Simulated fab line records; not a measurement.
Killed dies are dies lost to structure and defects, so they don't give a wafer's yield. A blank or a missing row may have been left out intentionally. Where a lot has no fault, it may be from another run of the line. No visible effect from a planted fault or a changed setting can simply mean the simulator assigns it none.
Which tool is to blame? + flow n5-finfet + 42 wafers from 14 lots sampled at 6 of the route's 1938 steps

WHAT THE GAUGES READ, wafer by wafer
N5_BEOL_M2_RS_MEAS_58: uses a four-point probe to measure. Usual: M2_RS typically reads 0.678 ohm/sq, with standard deviation 0.025.
| lot  | measured     | on            | M2_RS (ohm/sq)    | flag |
|------|--------------|---------------|-------------------|------|
| L375 | day 7 15:32  | film-metro-01 | 0.689 0.666 0.689 |      |
| L374 | day 7 15:55  | film-metro-02 | 0.653 0.696 0.650 |      |
| L377 | day 7 22:09  | film-metro-02 | 0.627 0.673 0.645 |      |
| L378 | day 8 00:05  | film-metro-02 | 0.664 0.662 0.681 |      |
| L380 | day 8 19:44  | film-metro-01 | 0.659 0.642 0.689 |      |
| L381 | day 8 22:04  | film-metro-01 | 0.673 0.636 0.648 |      |
| L382 | day 9 15:12  | film-metro-02 | 0.717 0.697 0.705 |      |
| L383 | day 9 18:10  | film-metro-01 | 0.644 0.659 0.635 |      |
| L384 | day 10 00:55 | film-metro-02 | 0.669 0.698 0.717 |      |
| L388 | day 10 16:07 | film-metro-02 | 0.666 0.709 0.720 |      |
| L394 | day 12 08:25 | film-metro-02 | 0.666 0.709 0.643 |      |
| L395 | day 12 08:32 | film-metro-01 | 0.652 0.694 0.671 |      |
| L396 | day 12 14:54 | film-metro-02 | 0.634 0.674 0.658 |      |
| L397 | day 12 19:25 | film-metro-01 | 0.729 0.724 0.657 |      |

N5_BEOL_M3_THK_MEAS_01. Usual: M3_ILD_THK typically reads 79.0 nm, with standard deviation 1.
| lot  | measured     | on            | M3_ILD_THK (nm) | flag |
|------|--------------|---------------|-----------------|------|
| L375 | day 7 15:40  | film-metro-02 | 79.7 80.6 81.2  |      |
| L374 | day 7 16:03  | film-metro-02 | 77.8 80.0 80.1  |      |
| L377 | day 7 22:17  | film-metro-01 | 78.7 78.1 79.1  |      |
| L378 | day 8 00:13  | film-metro-01 | 79.2 79.5 78.2  |      |
| L380 | day 8 19:53  | film-metro-01 | 78.6 77.6 79.7  |      |
| L381 | day 8 22:11  | film-metro-01 | 79.2 78.1 79.8  |      |
| L382 | day 9 15:20  | film-metro-02 | 78.1 79.4 78.3  |      |
| L383 | day 9 18:18  | film-metro-01 | 78.7 79.5 79.9  |      |
| L384 | day 10 01:03 | film-metro-02 | 77.7 80.3 80.6  |      |
| L388 | day 10 16:15 | film-metro-01 | 80.6 79.4 42.9  | OFF  |
| L394 | day 12 08:32 | film-metro-01 | 40.4 77.8 41.8  | OFF  |
| L395 | day 12 08:40 | film-metro-01 | 79.3 78.6 81.1  |      |
| L396 | day 12 15:02 | film-metro-01 | 79.6 80.0 79.2  |      |
| L397 | day 12 19:32 | film-metro-02 | 78.5 79.0 79.0  |      |

N5_BEOL_M4_RC_MEAS_101. Usual: DIBL_N 36.3 mV/V, standard deviation 1.4; DIBL_P 35.7 mV/V, standard deviation 1.5; IOFF_N 0.155 nA/um, standard deviation 0.022; IOFF_P 0.204 nA/um, standard deviation 0.027; ION_N 671 uA/um, standard deviation 9; ION_P 459 uA/um, standard deviation 6.2; SS_N 71.5 mV/dec, standard deviation 0.54; SS_P 73.1 mV/dec, standard deviation 0.56; VT_N 250.2 mV, standard deviation 2.6; VT_P -251 mV, standard deviation 3.3.
| lot  | measured     | on        | DIBL_N (mV/V)  | DIBL_P (mV/V)  | IOFF_N (nA/um)    | IOFF_P (nA/um)    | ION_N (uA/um) | ION_P (uA/um) | SS_N (mV/dec)  | SS_P (mV/dec)  | VT_N (mV)         | VT_P (mV)      | flag |
|------|--------------|-----------|----------------|----------------|-------------------|-------------------|---------------|---------------|----------------|----------------|-------------------|----------------|------|
| L375 | day 8 15:50  | prober-02 | 37.2 35.4 34.5 | 36.6 34.2 32.8 | 0.163 0.129 0.117 | 0.231 0.187 0.180 | 675 664 659   | 466 461 458   | 71.6 70.4 70.5 | 73.9 73.0 72.1 | 247.0 253.1 252.6 | -247 -248 -250 |      |
| L374 | day 8 17:21  | prober-01 | 35.6 34.3 35.9 | 34.2 33.4 34.4 | 0.157 0.136 0.157 | 0.207 0.192 0.203 | 673 661 664   | 457 461 457   | 71.9 71.4 71.1 | 72.7 72.6 72.8 | 246.0 249.0 248.9 | -248 -249 -250 |      |
| L377 | day 8 21:08  | prober-02 | 35.0 36.4 38.2 | 34.9 36.8 38.8 | 0.137 0.176 0.212 | 0.171 0.195 0.222 | 663 682 686   | 453 464 456   | 70.7 71.5 71.1 | 72.3 73.4 73.6 | 250.8 245.6 243.2 | -255 -254 -252 |      |
| L378 | day 8 23:38  | prober-02 | 36.2 34.4 36.4 | 35.2 33.4 34.8 | 0.150 0.129 0.161 | 0.229 0.214 0.235 | 666 670 667   | 468 471 461   | 71.1 70.6 70.9 | 73.1 72.0 73.4 | 252.7 251.9 248.3 | -247 -250 -247 |      |
| L380 | day 9 17:58  | prober-01 | 39.1 38.6 38.9 | 38.6 37.1 37.1 | 0.197 0.182 0.195 | 0.257 0.242 0.238 | 682 665 678   | 466 454 458   | 72.3 71.6 73.4 | 73.6 74.0 73.4 | 247.3 248.6 250.4 | -245 -246 -249 |      |
| L381 | day 9 20:37  | prober-01 | 35.3 36.1 36.7 | 35.5 35.9 35.6 | 0.133 0.149 0.151 | 0.177 0.185 0.174 | 677 661 668   | 462 451 447   | 70.9 71.3 71.6 | 72.4 73.4 72.5 | 253.2 251.9 252.9 | -255 -255 -258 |      |
| L382 | day 10 10:51 | prober-02 | 36.4 34.9 34.9 | 36.7 36.1 34.9 | 0.169 0.154 0.147 | 0.245 0.230 0.223 | 676 679 675   | 467 466 468   | 71.6 71.5 71.6 | 73.9 73.3 72.8 | 246.8 247.3 252.1 | -246 -245 -246 |      |
| L383 | day 10 16:14 | prober-01 | 34.8 36.0 36.4 | 33.3 35.0 35.6 | 0.128 0.153 0.152 | 0.189 0.218 0.225 | 669 679 662   | 468 465 464   | 72.3 71.9 71.5 | 73.1 72.9 72.9 | 252.8 248.1 250.0 | -247 -248 -247 |      |
| L384 | day 10 22:15 | prober-01 | 37.1 36.2 36.8 | 37.5 36.3 37.2 | 0.163 0.154 0.159 | 0.199 0.191 0.209 | 676 679 664   | 461 459 455   | 72.0 71.6 71.5 | 73.3 73.1 73.6 | 248.6 250.6 250.3 | -251 -253 -253 |      |
| L388 | day 11 13:34 | prober-01 | 36.8 36.0      | 34.0 33.6      | 0.151 0.138       | 0.169 0.161       | 666 667       | 454 451       | 71.4 71.5      | 72.9 72.5      | 248.8 253.7       | -257 -254      |      |
| L394 | day 13 05:48 | prober-01 | 34.7           | 33.2           | 0.120             | 0.159             | 655           | 450           | 72.0           | 72.7           | 253.5             | -254           |      |
| L395 | day 13 06:14 | prober-02 | 37.1 36.2 37.1 | 36.6 35.7 37.5 | 0.183 0.157 0.176 | 0.232 0.210 0.248 | 679 667 677   | 465 458 468   | 71.5 71.2 71.0 | 72.9 72.2 73.3 | 246.5 250.3 246.7 | -248 -249 -245 |      |
| L396 | day 13 14:47 | prober-01 | 33.6 36.1 33.8 | 33.7 36.6 33.5 | 0.105 0.139 0.106 | 0.161 0.207 0.159 | 653 663 644   | 456 461 452   | 71.3 71.6 70.9 | 72.2 73.2 72.9 | 254.8 251.6 255.0 | -251 -251 -254 |      |
| L397 | day 13 19:38 | prober-01 | 35.3 37.3 35.1 | 34.7 35.9 34.5 | 0.137 0.166 0.135 | 0.179 0.192 0.178 | 669 671 668   | 460 452 457   | 71.7 71.9 71.5 | 72.8 72.1 72.3 | 250.5 249.3 253.9 | -255 -252 -253 |      |

TOOL THAT RAN EACH LOT (tool first, then ch and the chambers of the sampled wafers, then the start)
| lot  | N5_BEOL_M2_SPUTTER_92        | N5_BEOL_M2_ANNEAL_93         | N5_BEOL_M3_ILD_DEP_00           |
|------|------------------------------|------------------------------|---------------------------------|
| L375 | pvd-sputter-01, day 7 14:03  | pvd-sputter-01, day 7 14:08  | pecvd-01 ch 1,2, day 7 15:36    |
| L374 | pvd-sputter-02, day 7 14:17  | pvd-sputter-02, day 7 14:22  | pecvd-01 ch 1,2, day 7 15:59    |
| L377 | pvd-sputter-01, day 7 20:40  | pvd-sputter-01, day 7 20:44  | pecvd-03 ch 0,1, day 7 22:13    |
| L378 | pvd-sputter-01, day 7 22:36  | pvd-sputter-01, day 7 22:41  | pecvd-04 ch 0,1,2, day 8 00:10  |
| L380 | pvd-sputter-01, day 8 18:14  | pvd-sputter-01, day 8 18:19  | pecvd-04 ch 0,1,2, day 8 19:49  |
| L381 | pvd-sputter-01, day 8 20:35  | pvd-sputter-01, day 8 20:40  | pecvd-01 ch 0,1,2, day 8 22:08  |
| L382 | pvd-sputter-01, day 9 13:29  | pvd-sputter-01, day 9 13:34  | pecvd-01 ch 0,1,2, day 9 15:16  |
| L383 | pvd-sputter-02, day 9 16:40  | pvd-sputter-02, day 9 16:45  | pecvd-04 ch 0,1, day 9 18:13    |
| L384 | pvd-sputter-02, day 9 23:19  | pvd-sputter-02, day 9 23:23  | pecvd-03 ch 0,2, day 10 00:59   |
| L388 | pvd-sputter-02, day 10 13:49 | pvd-sputter-02, day 10 13:53 | pecvd-04 ch 0,1,2, day 10 16:11 |
| L394 | pvd-sputter-02, day 12 06:55 | pvd-sputter-02, day 12 07:00 | pecvd-04 ch 0,2, day 12 08:28   |
| L395 | pvd-sputter-01, day 12 07:02 | pvd-sputter-01, day 12 07:07 | pecvd-03 ch 0,2, day 12 08:35   |
| L396 | pvd-sputter-02, day 12 13:19 | pvd-sputter-02, day 12 13:25 | pecvd-03 ch 0,1, day 12 14:58   |
| L397 | pvd-sputter-02, day 12 17:46 | pvd-sputter-02, day 12 17:52 | pecvd-01 ch 0,1,2, day 12 19:29 |
- N5_BEOL_M2_SPUTTER_92: material Cu, target thk 4.5 nm, time 8.29 s.
- N5_BEOL_M2_ANNEAL_93: time 240 s.
- N5_BEOL_M3_ILD_DEP_00: deposits SiOC from DEMS/O2, target thk 79 nm, time 15.3 s.

WHAT THE TOOLS THEMSELVES READ (means of the sampled wafers that have a number; where no wafer has one, the mark that the record gives instead)
N5_BEOL_M2_SPUTTER_92. Usual: chamber-pressure-pa 0.06999 Pa, standard deviation 0.00014; throttle-valve-pct 30.3 %, standard deviation 0.73.
| lot  | tool           | chamber-pressure-pa (Pa) | throttle-valve-pct (%) | flag |
|------|----------------|--------------------------|------------------------|------|
| L375 | pvd-sputter-01 | 0.06992                  | 30.3                   |      |
| L374 | pvd-sputter-02 | 0.06983                  | 30.6                   |      |
| L377 | pvd-sputter-01 | 0.06997                  | 30.1                   |      |
| L378 | pvd-sputter-01 | 0.07002                  | 29.5                   |      |
| L380 | pvd-sputter-01 | 0.07004                  | 30.0                   |      |
| L381 | pvd-sputter-01 | 0.07006                  | 30.1                   |      |
| L382 | pvd-sputter-01 | 0.07009                  | 30.4                   |      |
| L383 | pvd-sputter-02 | 0.07009                  | 29.9                   |      |
| L384 | pvd-sputter-02 | 0.06997                  | 29.7                   |      |
| L388 | pvd-sputter-02 | 0.06989                  | 29.9                   |      |
| L394 | pvd-sputter-02 | 0.06996                  | 30.4                   |      |
| L395 | pvd-sputter-01 | 0.07015                  | 30.0                   |      |
| L396 | pvd-sputter-02 | 0.06992                  | 30.5                   |      |
| L397 | pvd-sputter-02 | 0.07002                  | 30.5                   |      |

N5_BEOL_M2_ANNEAL_93. Usual: heater-power-w 850 W, standard deviation 97.
| lot  | tool           | heater-power-w (W) | flag |
|------|----------------|--------------------|------|
| L375 | pvd-sputter-01 | 835                |      |
| L374 | pvd-sputter-02 | 874                |      |
| L377 | pvd-sputter-01 | 840                |      |
| L378 | pvd-sputter-01 | 835                |      |
| L380 | pvd-sputter-01 | 820                |      |
| L381 | pvd-sputter-01 | 845                |      |
| L382 | pvd-sputter-01 | 871                |      |
| L383 | pvd-sputter-02 | 852                |      |
| L384 | pvd-sputter-02 | 848                |      |
| L388 | pvd-sputter-02 | 892                |      |
| L394 | pvd-sputter-02 | 854                |      |
| L395 | pvd-sputter-01 | 828                |      |
| L396 | pvd-sputter-02 | 844                |      |
| L397 | pvd-sputter-02 | 961                |      |

N5_BEOL_M3_ILD_DEP_00. Usual: heater-power-outer-w 277 W, standard deviation 35; heater-power-w 504 W, standard deviation 59; showerhead-plenum-p-Torr 5.695 Torr, standard deviation 0.024; throttle-valve-pct 12.0 %, standard deviation 0.62.
| lot  | tool     | heater-power-outer-w (W) | heater-power-w (W) | showerhead-plenum-p-Torr (Torr) | throttle-valve-pct (%) | flag |
|------|----------|--------------------------|--------------------|---------------------------------|------------------------|------|
| L375 | pecvd-01 | 298                      | 524                | 5.677                           | 11.8                   |      |
| L374 | pecvd-01 | 309                      | 543                | 5.708                           | 12.2                   |      |
| L377 | pecvd-03 | 277                      | 540                | 5.701                           | 12.0                   |      |
| L378 | pecvd-04 | 280                      | 503                | 5.700                           | 12.2                   |      |
| L380 | pecvd-04 | 263                      | 475                | 5.705                           | 12.4                   |      |
| L381 | pecvd-01 | 274                      | 502                | 5.685                           | 12.0                   |      |
| L382 | pecvd-01 | 296                      | 515                | 5.674                           | 11.9                   |      |
| L383 | pecvd-04 | 240                      | 427                | 5.701                           | 12.2                   |      |
| L384 | pecvd-03 | 303                      | 566                | 5.715                           | 11.9                   |      |
| L388 | pecvd-04 | 279                      | 498                | 5.697                           | 12.0                   |      |
| L394 | pecvd-04 | 272                      | 468                | 5.708                           | 11.4                   |      |
| L395 | pecvd-03 | 299                      | 574                | 5.713                           | 12.1                   |      |
| L396 | pecvd-03 | 244                      | 466                | 5.691                           | 11.6                   |      |
| L397 | pecvd-01 | 291                      | 518                | 5.685                           | 12.1                   |      |

THE ANSWER, worked out from the rows above alone
Rule: lot off if the mean of its wafers having a number is beyond 3 standard deviations from the usual mean. Also off: a lot with no number at a reading for which 4 or more lots have one. Any other lot the step has rows for is counted as sound. The gauges are gone through in route order, then the tools' own readings, and for those a lot's mean is taken as printed above. The first step at which some lot is off is used, and at that step the reading that is off furthest; a lot without a number counts as furthest.
Off: L388, L394, at N5_BEOL_M3_THK_MEAS_01 (M3_ILD_THK).
A tool fits if, at a process step before that reading, it ran every lot that is off, and no sound lot after the first of them. Gauges at N5_BEOL_M3_THK_MEAS_01: tried the same way as those tools. One fits: pecvd-04 at N5_BEOL_M3_ILD_DEP_00. Its last sound lot is L383 (day 9 18:13), its first lot that is off L388 (day 10 16:11): a fault that began between those two fits.

WHAT THE SIMULATOR HAD INSERTED
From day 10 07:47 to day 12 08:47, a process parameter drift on pecvd-04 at N5_BEOL_M3_ILD_DEP_00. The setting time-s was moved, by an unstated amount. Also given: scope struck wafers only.
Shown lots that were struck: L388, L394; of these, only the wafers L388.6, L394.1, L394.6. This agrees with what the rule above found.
